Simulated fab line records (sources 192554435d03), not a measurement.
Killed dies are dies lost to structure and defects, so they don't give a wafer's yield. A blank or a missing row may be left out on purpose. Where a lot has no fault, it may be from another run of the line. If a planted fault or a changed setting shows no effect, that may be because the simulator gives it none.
Chamber matching + flow n5-finfet + rie-diel-06 running N5_BEOL_M1_DESCUM_33: 4 sister chambers
The step chemistry O2, time 7 s. 8 wafers are shown with their chamber, then 9 later ones without.

== EACH WAFER AND ITS CHAMBER ==
| wafer  | chamber | showerhead-plenum-p-Torr (Torr) | drypump-motor-current-A (A) |
|--------|---------|---------------------------------|-----------------------------|
| L078.1 | 3       | 1.98                            | 4.9                         |
| L080.6 | 0       | 2.21                            | 5.3                         |
| L084.2 | 1       | 2.18                            | 5.9                         |
| L084.3 | 2       | 2.15                            | 5.1                         |
| L084.6 | 0       | 2.21                            | 5.3                         |
| L088.1 | 3       | 1.98                            | 4.9                         |
| L088.5 | 1       | 2.17                            | 6.0                         |
| L088.6 | 2       | 2.15                            | 5.0                         |

== WAFERS MISSING THEIR CHAMBER ==
| wafer  | showerhead-plenum-p-Torr (Torr) | drypump-motor-current-A (A) |
|--------|---------------------------------|-----------------------------|
| L093.1 | 2.15                            | 5.0                         |
| L093.3 | 1.97                            | 4.9                         |
| L093.4 | 2.17                            | 6.0                         |
| L096.4 | 1.97                            | 4.9                         |
| L096.5 | 2.17                            | 5.9                         |
| L096.6 | 2.20                            | 5.3                         |
| L097.1 | 2.20                            | 5.3                         |
| L097.4 | 2.20                            | 5.3                         |
| L097.5 | 2.14                            | 5.1                         |

== WHICH CHAMBER EACH WENT THROUGH ==
| wafer  | from the rows above | in truth |
|--------|---------------------|----------|
| L093.1 | 2                   | 2        |
| L093.3 | 3                   | 3        |
| L093.4 | 1                   | 1        |
| L096.4 | 3                   | 3        |
| L096.5 | 1                   | 1        |
| L096.6 | 0                   | 0        |
| L097.1 | 0                   | 0        |
| L097.4 | 0                   | 0        |
| L097.5 | 2                   | 2        |
9 of 9 placed correctly. Left unplaced by these rows: 0. Number placed wrongly: 0.
How it was worked out, from the rows above alone: a wafer's distance from a chamber is the root of the sum, over the readings, of the square of ((its reading less the chamber's mean) divided by the reading's scatter). The wafer belongs to the nearest chamber; if the next one is less than 2 further off, it can't be placed. For every chamber, the mean is computed from those of its wafers that are shown. How the scatter is found: for the shown wafers, subtract from each reading the mean of its chamber, square and add these, divide the total by (wafers less chambers), then take the root.
